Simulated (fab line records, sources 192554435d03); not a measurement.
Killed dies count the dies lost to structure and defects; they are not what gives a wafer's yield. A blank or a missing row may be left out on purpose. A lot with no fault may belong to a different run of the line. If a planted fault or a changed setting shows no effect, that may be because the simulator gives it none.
fab line records -- flow n5_finfet
record: lots: 7, wafers: 21
route steps=1938 shown BEOL_M4@1108 BEOL_M5@1139 BEOL_M8@1349 BEOL_M10@1494
start_h: the number of hours between the record's first day and the start of the first shown wafer of the lot -- wait_h: time in hours since the lot's previous step -- " identical to the entry in the row above -- L1.1+2: several wafers, shown together as one row -- - no value, or no start given -- * or withheld: withheld -- < > ~ a bound
route shown NAME@n: names a module that has steps shown in the file, with the first one's number in the route -- usual: mean/standard deviation of fault-free wafers -- same: alike in all rows -- chamber/n: place in a boat -- sites: per-site readings -- _std_site: how widely they spread, as a standard deviation -- _edge_site: the outer-site mean with the inner-site mean subtracted -- radius_mm: how far each site lies from the wafer's centre -- mask NAME#n: copy n -- behind: the tool/chamber that last shaped the wafer -- hold: the reason the lot was held/the length of the hold in hours/how it ended -- device: the transistor (n, p or np) that didn't switch -- end of line: at the end of the route, the tests of the same wafers -- step lacking rows: just its recipe -- killed: dies that structure and defects cost at the first sort, which is not the same as the wafer's yield -- map: the dies of a wafer, with x for killed, . for not killed, _ for no die there
set.NAME: setting as actually run; set.NAME@STEP: the setting as run at that earlier step -- model.NAME: the simulator's own value behind a step, which no gauge read
lots run with intentionally changed settings; tables by step, rows by wafer
== steps ==
step: N5_BEOL_M4_DEP_57
recipe: material: SiCN, target_thk_a: 80, temp_c: withheld, precursor: 3MS/NH3, pressure_torr: 3, rf_w: 202, time_s: 14
lot.wafer,tool,chamber,start_h,wait_h,set.time_s,model.SiCN_of_BEOL_M4_DEP_57.thk_nm
L078.3+4,pecvd-04,"1,0",197.32,0.0,14,7.8
L078.6,pecvd-04,0,197.32,0.0,12.15,6.8
L080.1,pecvd-01,1,199.67,0.0,12.22,7
L080.2,pecvd-01,0,199.67,0.0,14,8
L080.6,pecvd-01,2,199.67,0.0,12.22,7.2
L082.1,pecvd-01,1,222.58,0.0,14,7.6
L082.3+6,pecvd-01,"0,1",222.58,0.0,14,7.8
L084.2,pecvd-01,0,228.49,0.0,12.89,7.6
L084.3,pecvd-01,2,228.49,0.0,12.89,7.4
L084.4,pecvd-01,0,228.49,0.0,14,8.4
L087.2+3,pecvd-01,"2,0",235.78,0.0,14,8
L087.6,pecvd-01,2,235.78,0.0,14,8.2
L093.1+3,pecvd-03,"1,0",293.17,0.0,14,8
L093.6,pecvd-03,2,293.17,0.0,14,7.8
L094.2,pecvd-01,0,302.65,0.0,14,8
L094.3,pecvd-01,0,302.65,0.0,12.09,6.8
L094.5,pecvd-01,1,302.65,0.0,12.09,7
step: N5_BEOL_M5_COAT_65
recipe: resist: SOC, temp_c: 250, time_s: 60, spin_rpm: 1500, resist_thk_nm: 60
lot.wafer,tool,chamber,start_h,wait_h,set.spin_rpm,model.SOC_of_BEOL_M5_COAT_65.thk_nm
L078.3+4,litho_track-01,0,202.08,1.3,1500,60.2
L078.6,litho_track-01,0,202.08,1.3,1500,60.4
L080.1+2+6,litho_track-01,0,203.78,0.1,1500,60.2
L082.1+6,litho_track-01,0,227.16,0.2,1500,60
L082.3,litho_track-01,0,227.16,0.2,1500,60.2
L084.2,litho_track-01,0,234.00,1.5,1500,59.4
L084.3+4,litho_track-01,0,234.00,1.5,1500,59.8
L087.2,litho_track-04,0,240.49,0.0,1337,63.4
L087.3+6,litho_track-04,0,240.49,0.0,1500,60
L093.1,litho_track-04,0,300.67,1.3,1500,60.4
L093.3+6,litho_track-04,0,300.67,1.3,1500,60
L094.2,litho_track-04,0,307.44,1.3,1500,60.2
L094.3,litho_track-04,0,307.44,1.3,1500,60
L094.5,litho_track-04,0,307.44,1.3,1620,57.8
step: N5_BEOL_M5_COAT_74
recipe: resist: underlayer, temp_c: 205, time_s: 60, spin_rpm: 1500, resist_thk_nm: 5
lot.wafer,tool,chamber,start_h,wait_h,set.spin_rpm
L078.3+4+6,litho_track-01,0,-,-,1500
L080.1+2+6,litho_track-01,0,-,-,1500
L082.1+3+6,litho_track-01,0,-,-,1500
L084.2+4,litho_track-01,0,-,-,1500
L084.3,litho_track-01,0,-,-,1451
L087.2+6,litho_track-04,0,-,-,1649
L087.3,litho_track-04,0,-,-,1500
L093.1,litho_track-04,0,-,-,1371
L093.3+6,litho_track-04,0,-,-,1500
L094.2+3,litho_track-04,0,-,-,1500
L094.5,litho_track-04,0,-,-,1443
step: N5_BEOL_M5_COAT_22
recipe: resist: CAR-EUV, spin_rpm: 1500, resist_thk_nm: 30
step: N5_BEOL_M5_EBR_24
recipe: solvent: PGMEA, ebr_width_mm: 1.5
step: N5_BEOL_M5_DESCUM_33
recipe: chemistry: O2, time_s: 7, source_power_w: 50, bias_power_w: 20, pressure_mtorr: 20, rf_frequency_hz: 2.712e+07, temp_c: 40, resist: CAR-EUV, o2_flow_sccm: 225
step: N5_BEOL_M5_ETCH_75
recipe: chemistry: N2/H2, target: underlayer, target_depth_a: 65, mask_material: CAR-EUV, time_s: 5.2, ion_energy_ev: 200, pressure_mtorr: 30, source_w: 840, bias_w: 150, n2_flow_sccm: 200, h2_flow_sccm: 200, ends: cleared
lot.wafer,tool,chamber,start_h,wait_h,set.spin_rpm@BEOL_M5_COAT_74,model.etch.depth_nm
L078.3,rie_diel-06,1,202.85,0.0,1500,5
L078.4,rie_diel-06,0,202.85,0.0,1500,4.983
L078.6,rie_diel-06,2,202.85,0.0,1500,4.982
L080.1,rie_diel-01,1,204.55,0.0,1500,4.987
L080.2,rie_diel-01,0,204.55,0.0,1500,4.999
L080.6,rie_diel-01,0,204.55,0.0,1500,4.984
L082.1,rie_diel-06,2,229.11,0.0,1500,4.984
L082.3,rie_diel-06,3,229.11,0.0,1500,4.99
L082.6,rie_diel-06,3,229.11,0.0,1500,4.989
L084.2,rie_diel-01,0,234.43,0.0,1500,5.006
L084.3,rie_diel-01,2,234.43,0.0,1451,5.087
L084.4,rie_diel-01,2,234.43,0.0,1500,4.983
L087.2,rie_diel-06,3,241.09,0.0,1649,4.758
L087.3,rie_diel-06,2,241.09,0.0,1500,4.977
L087.6,rie_diel-06,3,241.09,0.0,1649,4.752
L093.1,rie_diel-01,0,301.27,0.0,1371,5.214
L093.3,rie_diel-01,1,301.27,0.0,1500,4.988
L093.6,rie_diel-01,0,301.27,0.0,1500,4.979
L094.2,rie_diel-06,1,307.87,0.0,1500,4.993
L094.3,rie_diel-06,0,307.87,0.0,1500,4.98
L094.5,rie_diel-06,1,307.87,0.0,1443,5.092
step: N5_BEOL_M5_ETCH_67
recipe: chemistry: CF4, target: SiARC, target_depth_a: 156, mask_material: CAR-EUV, time_s: 26, ion_energy_ev: 80, pressure_mtorr: 40, source_w: 545, bias_w: 36, Ar_flow_sccm: 100, cf4_flow_sccm: 100, ends: cleared
step: N5_BEOL_M5_ETCH_68
recipe: chemistry: N2/H2, target: SOC, target_depth_a: 800, overetch_a: 160, mask_material: SiARC, temp_c: 40, time_s: 120, ion_energy_ev: 200, pressure_mtorr: 30, source_w: 840, bias_w: 150, n2_flow_sccm: 200, h2_flow_sccm: 200
lot.wafer,tool,chamber,start_h,wait_h,set.spin_rpm@BEOL_M5_COAT_65,model.etch.depth_nm
L078.3,rie_diel-06,1,202.89,0.0,1500,60.27
L078.4,rie_diel-06,0,202.89,0.0,1500,60.23
L078.6,rie_diel-06,2,202.89,0.0,1500,60.48
L080.1,rie_diel-01,1,204.60,0.0,1500,60.25
L080.2,rie_diel-01,0,204.60,0.0,1500,60.24
L080.6,rie_diel-01,0,204.60,0.0,1500,60.21
L082.1,rie_diel-06,2,229.15,0.0,1500,60.08
L082.3,rie_diel-06,3,229.15,0.0,1500,60.16
L082.6,rie_diel-06,3,229.15,0.0,1500,59.96
L084.2,rie_diel-01,0,234.47,0.0,1500,59.48
L084.3,rie_diel-01,2,234.47,0.0,1500,59.76
L084.4,rie_diel-01,2,234.47,0.0,1500,59.72
L087.2,rie_diel-06,3,241.13,0.0,1337,63.4
L087.3,rie_diel-06,2,241.13,0.0,1500,60
L087.6,rie_diel-06,3,241.13,0.0,1500,60.01
L093.1,rie_diel-01,0,301.31,0.0,1500,60.3
L093.3+6,rie_diel-01,"1,0",301.31,0.0,1500,60.1
L094.2,rie_diel-06,1,307.92,0.0,1500,60.25
L094.3,rie_diel-06,0,307.92,0.0,1500,60.08
L094.5,rie_diel-06,1,307.92,0.0,1620,57.79
step: N5_BEOL_M8_ETCH_61
recipe: chemistry: CF4, target: SiARC, target_depth_a: 455, mask_material: CAR-ArF, time_s: 75.8, ion_energy_ev: 80, pressure_mtorr: 40, source_w: 545, bias_w: 36, Ar_flow_sccm: 100, cf4_flow_sccm: 100, ends: cleared
usual: rf_vpp_V: 184.3/1.2
lot.wafer,tool,chamber,start_h,wait_h,set.bias_w,rf_vpp_V
L078.3,rie_diel-05,2,229.50,0.0,36,184.1
L078.4,rie_diel-05,0,229.50,0.0,36,185.8
L078.6,rie_diel-05,1,229.50,0.0,36,185.3
L080.1,rie_diel-03,1,230.58,0.0,36,182.5
L080.2,rie_diel-03,2,230.58,0.0,41.45,203.7
L080.6,rie_diel-03,3,230.58,0.0,36,183.9
L082.1,rie_diel-03,3,252.79,0.0,36,183.9
L082.3,rie_diel-03,1,252.79,0.0,36,182.8
L082.6,rie_diel-03,0,252.79,0.0,36,183.6
L084.2,rie_diel-05,1,260.69,0.0,40.33,199.0
L084.3,rie_diel-05,2,260.69,0.0,36,183.9
L084.4,rie_diel-05,1,260.69,0.0,36,183.8
L087.2,rie_diel-04,3,264.90,0.0,34.09,176.8
L087.3,rie_diel-04,0,264.90,0.0,36,184.5
L087.6,rie_diel-04,3,264.90,0.0,34.09,176.6
L093.1,rie_diel-05,2,331.47,0.0,36,184.6
L093.3,rie_diel-05,1,331.47,0.0,36,185.6
L093.6,rie_diel-05,2,331.47,0.0,30.57,166.2
L094.2,rie_diel-03,2,336.50,0.0,36,186.0
L094.3,rie_diel-03,1,336.50,0.0,36,181.3
L094.5,rie_diel-03,0,336.50,0.0,36,185.3
step: N5_BEOL_M8_ETCH_65
recipe: chemistry: CF4, target: SiARC, target_depth_a: 156, mask_material: CAR-EUV, time_s: 26, ion_energy_ev: 80, pressure_mtorr: 40, source_w: 545, bias_w: 36, Ar_flow_sccm: 100, cf4_flow_sccm: 100, ends: cleared
usual: etch_rf_on_time_s: 25.8/0.42, rf_vpp_V: 184.4/1.2
lot.wafer,tool,chamber,start_h,wait_h,set.source_w,etch_rf_on_time_s,rf_vpp_V
L078.3,rie_diel-03,3,230.96,0.0,499.4,28.4,187.1
L078.4,rie_diel-03,3,230.96,0.0,545,26.2,183.9
L078.6,rie_diel-03,1,230.96,0.0,499.4,27.8,189.1
L080.1,rie_diel-03,2,232.03,0.0,545,25.3,185.9
L080.2,rie_diel-03,1,232.03,0.0,517.9,26.7,184.5
L080.6,rie_diel-03,3,232.03,0.0,545,25.8,184.6
L082.1,rie_diel-03,0,253.84,0.0,545,25.5,185.4
L082.3,rie_diel-03,2,253.84,0.0,545,25.9,185.6
L082.6,rie_diel-03,3,253.84,0.0,545,26.5,183.8
L084.2,rie_diel-04,2,261.95,0.0,545,26.3,183.1
L084.3,rie_diel-04,3,261.95,0.0,545,25.7,185.2
L084.4,rie_diel-04,0,261.95,0.0,615.3,22.8,176.5
L087.2,rie_diel-03,0,267.13,0.0,504.1,26.9,190.8
L087.3,rie_diel-03,1,267.13,0.0,545,25.6,184.1
L087.6,rie_diel-03,2,267.13,0.0,545,25.7,185.4
L093.1,rie_diel-05,1,332.38,0.0,494.2,29.1,190.9
L093.3,rie_diel-05,2,332.38,0.0,494.2,28.1,190.7
L093.6,rie_diel-05,1,332.38,0.0,545,26.2,185.0
L094.2,rie_diel-05,2,338.81,0.0,574.5,24.9,180.2
L094.3,rie_diel-05,0,338.81,0.0,574.5,24.6,181.0
L094.5,rie_diel-05,2,338.81,0.0,545,26.2,184.6
step: N5_BEOL_M8_TRENCH_ETCH_37
recipe: chemistry: C4F6/O2, target_depth_a: 934.78, target: SiCOH_lowk, time_s: 31.2, ion_energy_ev: 250, pressure_mtorr: 30, source_w: 345, bias_w: 185, Ar_flow_sccm: 300, C4F6_flow_sccm: 10, O2_flow_sccm: 10
lot.wafer,tool,chamber,start_h,wait_h,set.time_s,model.etch.depth_nm,model.BEOL_M8.feature_depth_nm,model.TiN_of_BEOL_M8_HM_DEP_02.thk_nm
L078.3,rie_diel-03,3,-,-,29.14,86.82,86.8,17.8
L078.4,rie_diel-03,3,-,-,29.14,86.68,86.6,17.8
L078.6,rie_diel-03,1,-,-,29.14,87.9,88,17.6
L080.1,rie_diel-03,2,-,-,31.2,92.66,92.6,17.4
L080.2,rie_diel-03,1,-,-,37.88,113,113,16.8
L080.6,rie_diel-03,3,-,-,37.88,111.2,111.2,16.6
L082.1,rie_diel-03,0,-,-,31.2,96.14,96.2,17.4
L082.3,rie_diel-03,2,-,-,31.2,95.42,95.4,17.4
L082.6,rie_diel-03,3,-,-,31.2,92.42,92.4,17.4
L084.2,rie_diel-04,2,-,-,31.2,92.33,92.4,17.6
L084.3,rie_diel-04,3,-,-,31.2,93.44,93.4,17.4
L084.4,rie_diel-04,0,-,-,31.2,94.67,94.6,17.6
L087.2,rie_diel-03,0,-,-,31.2,94.04,94,17.4
L087.3,rie_diel-03,1,-,-,31.2,93.04,93,17.2
L087.6,rie_diel-03,2,-,-,38.09,114.9,115,16.4
L093.1,rie_diel-05,1,-,-,25.59,73.97,74,18.4
L093.3,rie_diel-05,2,-,-,31.2,92.13,92.2,17.4
L093.6,rie_diel-05,1,-,-,31.2,90,90,17.6
L094.2,rie_diel-05,2,-,-,31.2,93.52,93.6,17.4
L094.3,rie_diel-05,0,-,-,31.2,94.68,94.6,17.2
L094.5,rie_diel-05,2,-,-,26.18,78.85,78.8,18
step: N5_BEOL_M8_ETCH_41
recipe: chemistry: CH3F/O2, target: SiCN, target_depth_a: 319, taper_deg: 2, time_s: 57.8, ion_energy_ev: 120, mask_material: TiN, pressure_mtorr: 30, source_w: 395, bias_w: 75, Ar_flow_sccm: 150, CH3F_flow_sccm: 30, O2_flow_sccm: 20
step: N5_BEOL_M8_STRIP_80
recipe: chemistry: N2/H2, time_s: 10, power_w: 450, temp_c: 40, pressure_mtorr: 20, rf_frequency_hz: 6e+07, bias_power_w: 7, n2_flow_sccm: 200, h2_flow_sccm: 200
step: N5_BEOL_M8_OCD_MEAS_38
usual: trench_depth_nm: 93.5/1.4
lot.wafer,tool,chamber,start_h,wait_h,set.time_s@BEOL_M8_TRENCH_ETCH_37,trench_depth_nm
L078.3,ocd-02,-,231.34,-,29.14,86.5
L078.4,ocd-02,-,231.34,-,29.14,86.9
L078.6,ocd-02,-,231.34,-,29.14,87.3
L080.1,ocd-02,-,232.40,-,31.2,92.0
L080.2,ocd-02,-,232.40,-,37.88,113.1
L080.6,ocd-02,-,232.40,-,37.88,111.0
L082.1,ocd-01,-,254.21,-,31.2,96.4
L082.3,ocd-01,-,254.21,-,31.2,95.6
L082.6,ocd-01,-,254.21,-,31.2,92.2
L084.2,ocd-02,-,262.33,-,31.2,91.9
L084.3,ocd-02,-,262.33,-,31.2,93.6
L084.4,ocd-02,-,262.33,-,31.2,94.4
L087.2,ocd-02,-,267.51,-,31.2,94.2
L087.3,ocd-02,-,267.51,-,31.2,92.9
L087.6,ocd-02,-,267.51,-,38.09,115.1
L093.1,ocd-01,-,332.76,-,25.59,74.0
L093.3,ocd-01,-,332.76,-,31.2,92.1
L093.6,ocd-01,-,332.76,-,31.2,90.3
L094.2,ocd-02,-,339.19,-,31.2,93.4
L094.3,ocd-02,-,339.19,-,31.2,94.9
L094.5,ocd-02,-,339.19,-,26.18,78.7
step: N5_BEOL_M8_HM_STRIP_39
recipe: chemistry: peroxide_tin_strip, material: TiN, target_depth_a: 250, temp_c: 50, time_s: 158
step: N5_BEOL_M8_SRD_40
recipe: time_s: 30, temp_c: 23, rinse_liquid: diw, dry: ipa_marangoni
step: N5_BEOL_M8_ECD_50
recipe: material: Cu, target_thk_a: 3000
step: N5_BEOL_M8_ANNEAL_51
recipe: temp_c: 225, time_s: 90, ambient: N2
step: N5_BEOL_M8_CMP_52
recipe: stop_on: SiCOH_lowk, t_overpolish_s: 6.9, down_force_psi: 1, platen_rpm: 50, clearing_platen_down_force_psi: 1.5, clearing_platen_rpm: 50, post_cmp_clean: cu_alkaline, target_thk_nm: 80, clearing_platen_pad_velocity_m_s: 0.99484, pad_velocity_m_s: 0.99484
lot.wafer,tool,chamber,start_h,wait_h,set.time_s@BEOL_M8_TRENCH_ETCH_37,model.Cu_of_BEOL_M8_ECD_50.thk_nm
L078.3+6,cmp-04,"3,2",233.34,0.2,29.14,72
L078.4,cmp-04,1,233.34,0.2,29.14,71.8
L080.2,cmp-02,2,236.27,0.2,37.88,97.2
L080.1,cmp-02,3,236.27,0.2,31.2,79.4
L080.6,cmp-02,2,236.27,0.2,37.88,96.4
L082.3,cmp-01,0,257.94,0.2,31.2,81.6
L082.1,cmp-01,3,257.94,0.2,31.2,81.8
L082.6,cmp-01,0,257.94,0.2,31.2,78.6
L084.2,cmp-04,2,264.44,0.2,31.2,78.6
L084.4,cmp-04,3,264.44,0.2,31.2,79.2
L084.3,cmp-04,0,264.44,0.2,31.2,79.4
L087.2,cmp-04,0,269.90,0.2,31.2,78
L087.3,cmp-04,3,269.90,0.2,31.2,78.2
L087.6,cmp-04,1,269.90,0.2,38.09,100
L093.1,cmp-02,0,335.15,0.3,25.59,59.4
L093.3,cmp-02,1,335.15,0.3,31.2,76.6
L093.6,cmp-02,0,335.15,0.3,31.2,76
L094.3,cmp-01,2,342.18,0.2,31.2,80.8
L094.2,cmp-01,3,342.18,0.2,31.2,79.6
L094.5,cmp-01,2,342.18,0.2,26.18,63.6
step: N5_BEOL_M8_THK_MEAS_53
recipe: thk_meas_gauge: xrf, reads: Cu_of_BEOL_M8_ECD_50
usual: M8_THK: 80.0/1.7
lot.wafer,tool,chamber,start_h,wait_h,set.time_s@BEOL_M8_TRENCH_ETCH_37,M8_THK[nm]
L078.3,film_metro-02,-,233.60,-,29.14,72.1
L078.4,film_metro-02,-,233.60,-,29.14,71.9
L078.6,film_metro-02,-,233.60,-,29.14,72.0
L080.1,film_metro-02,-,236.53,-,31.2,80.1
L080.2,film_metro-02,-,236.53,-,37.88,97.8
L080.6,film_metro-02,-,236.53,-,37.88,97.2
L082.1,film_metro-01,-,258.23,-,31.2,82.5
L082.3,film_metro-01,-,258.23,-,31.2,82.0
L082.6,film_metro-01,-,258.23,-,31.2,79.2
L084.2,film_metro-01,-,264.73,-,31.2,79.2
L084.3,film_metro-01,-,264.73,-,31.2,79.6
L084.4,film_metro-01,-,264.73,-,31.2,80.0
L087.2,film_metro-02,-,270.19,-,31.2,78.2
L087.3,film_metro-02,-,270.19,-,31.2,78.5
L087.6,film_metro-02,-,270.19,-,38.09,100.6
L093.1,film_metro-02,-,335.40,-,25.59,60.0
L093.3,film_metro-02,-,335.40,-,31.2,76.9
L093.6,film_metro-02,-,335.40,-,31.2,76.3
L094.2,film_metro-01,-,342.48,-,31.2,80.3
L094.3,film_metro-01,-,342.48,-,31.2,82.0
L094.5,film_metro-01,-,342.48,-,26.18,64.5
step: N5_BEOL_M8_PRE_CLEAN_55
recipe: gas: NH3, time_s: 15, temp_c: withheld, rf_power_w: 300
step: N5_BEOL_M8_DEP_56
recipe: material: SiCN, target_thk_a: 100, temp_c: withheld, precursor: 3MS/NH3, pressure_torr: 3, rf_w: 202, time_s: 17.5
step: N5_BEOL_M8_RS_MEAS_57
recipe: thk_meas_gauge: four-point-probe, reads: Cu_of_BEOL_M8_ECD_50+Co_of_BEOL_M8_CVD_78+TaN_of_BEOL_M8_ALD_77
usual: M8_RS: 0.288/0.0066
lot.wafer,tool,chamber,start_h,wait_h,set.time_s@BEOL_M8_TRENCH_ETCH_37,M8_RS[ohm/sq]
L078.3,film_metro-02,-,233.73,0.1,29.14,0.324
L078.4,film_metro-02,-,233.73,0.1,29.14,0.325
L078.6,film_metro-02,-,233.73,0.1,29.14,0.324
L080.1,film_metro-02,-,236.66,0.1,31.2,0.288
L080.2,film_metro-02,-,236.66,0.1,37.88,0.228
L080.6,film_metro-02,-,236.66,0.1,37.88,0.231
L082.1,film_metro-02,-,258.37,0.1,31.2,0.278
L082.3,film_metro-02,-,258.37,0.1,31.2,0.279
L082.6,film_metro-02,-,258.37,0.1,31.2,0.291
L084.2,film_metro-02,-,264.87,0.1,31.2,0.292
L084.3,film_metro-02,-,264.87,0.1,31.2,0.288
L084.4,film_metro-02,-,264.87,0.1,31.2,0.289
L087.2,film_metro-01,-,270.32,0.1,31.2,0.293
L087.3,film_metro-01,-,270.32,0.1,31.2,0.293
L087.6,film_metro-01,-,270.32,0.1,38.09,0.220
L093.1,film_metro-02,-,335.53,0.1,25.59,0.409
L093.3,film_metro-02,-,335.53,0.1,31.2,0.301
L093.6,film_metro-02,-,335.53,0.1,31.2,0.303
L094.2,film_metro-01,-,342.61,0.1,31.2,0.287
L094.3,film_metro-01,-,342.61,0.1,31.2,0.282
L094.5,film_metro-01,-,342.61,0.1,26.18,0.375
step: N5_BEOL_M10_COAT_63
recipe: resist: SOC, temp_c: 250, time_s: 60, spin_rpm: 1500, resist_thk_nm: 100
lot.wafer,tool,chamber,start_h,wait_h,set.spin_rpm,model.SOC_of_BEOL_M10_COAT_63.thk_nm
L078.3,litho_track-01,0,247.17,0.5,1500,99.2
L078.4+6,litho_track-01,0,247.17,0.5,1416,102.2
L080.1+6,litho_track-04,0,247.31,0.5,1579,97.4
L080.2,litho_track-04,0,247.31,0.5,1500,100
L082.1,litho_track-01,0,270.58,1.9,1500,100
L082.3+6,litho_track-01,0,270.58,1.9,1500,99.6
L084.2,litho_track-01,0,277.87,0.4,1359,104.6
L084.3,litho_track-01,0,277.87,0.4,1359,104.4
L084.4,litho_track-01,0,277.87,0.4,1500,99.2
L087.2+3+6,litho_track-04,0,281.39,0.9,1500,100
L093.1,litho_track-01,0,348.25,0.1,1650,95.8
L093.3,litho_track-01,0,348.25,0.1,1500,100.2
L093.6,litho_track-01,0,348.25,0.1,1500,100.6
L094.2,litho_track-01,0,350.68,0.2,1500,100.6
L094.3+5,litho_track-01,0,350.68,0.2,1367,105.2
== key ==
split: step: N5_BEOL_M4_DEP_57, setting: time_s, stated: 14, by: wafer
response: step: N5_BEOL_M4_DEP_57, reading: model.SiCN_of_BEOL_M4_DEP_57.thk_nm, change: +0.08, per: 1%, r: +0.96
split: step: N5_BEOL_M5_COAT_65, setting: spin_rpm, stated: 1500, by: wafer
response: step: N5_BEOL_M5_COAT_65, reading: model.SOC_of_BEOL_M5_COAT_65.thk_nm, change: -0.304, per: 1%, r: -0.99
response: step: N5_BEOL_M5_ETCH_68, reading: model.etch.depth_nm, change: -0.307, per: 1%, r: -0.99
split: step: N5_BEOL_M5_COAT_74, setting: spin_rpm, stated: 1500, by: wafer
response: step: N5_BEOL_M5_ETCH_75, reading: model.etch.depth_nm, change: -0.0247, per: 1%, r: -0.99
split: step: N5_BEOL_M8_ETCH_61, setting: bias_w, stated: 36, by: wafer
response: step: N5_BEOL_M8_ETCH_61, reading: rf_vpp_V, change: +1.3, per: 1%, r: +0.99
split: step: N5_BEOL_M8_ETCH_65, setting: source_w, stated: 545, by: wafer
response: step: N5_BEOL_M8_ETCH_65, reading: etch_rf_on_time_s, change: *, per: 1%, r: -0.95
response: step: N5_BEOL_M8_ETCH_65, reading: rf_vpp_V, change: -0.579, per: 1%, r: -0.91
split: step: N5_BEOL_M8_TRENCH_ETCH_37, setting: time_s, stated: 31.2, by: wafer
response: step: N5_BEOL_M8_TRENCH_ETCH_37, reading: model.etch.depth_nm, change: +0.943, per: 1%, r: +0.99
response: step: N5_BEOL_M8_TRENCH_ETCH_37, reading: model.BEOL_M8.feature_depth_nm, change: +0.946, per: 1%, r: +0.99
response: step: N5_BEOL_M8_TRENCH_ETCH_37, reading: model.TiN_of_BEOL_M8_HM_DEP_02.thk_nm, change: -0.0408, per: 1%, r: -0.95
response: step: N5_BEOL_M8_OCD_MEAS_38, reading: trench_depth_nm, change: +0.956, per: 1%, r: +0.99
response: step: N5_BEOL_M8_CMP_52, reading: model.Cu_of_BEOL_M8_ECD_50.thk_nm, change: +0.934, per: 1%, r: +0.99
response: step: N5_BEOL_M8_THK_MEAS_53, reading: M8_THK, change: +0.937, per: 1%, r: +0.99
response: step: N5_BEOL_M8_RS_MEAS_57, reading: M8_RS, change: -0.00408, per: 1%, r: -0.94
split: step: N5_BEOL_M10_COAT_63, setting: spin_rpm, stated: 1500, by: wafer
response: step: N5_BEOL_M10_COAT_63, reading: model.SOC_of_BEOL_M10_COAT_63.thk_nm, change: -0.512, per: 1%, r: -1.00
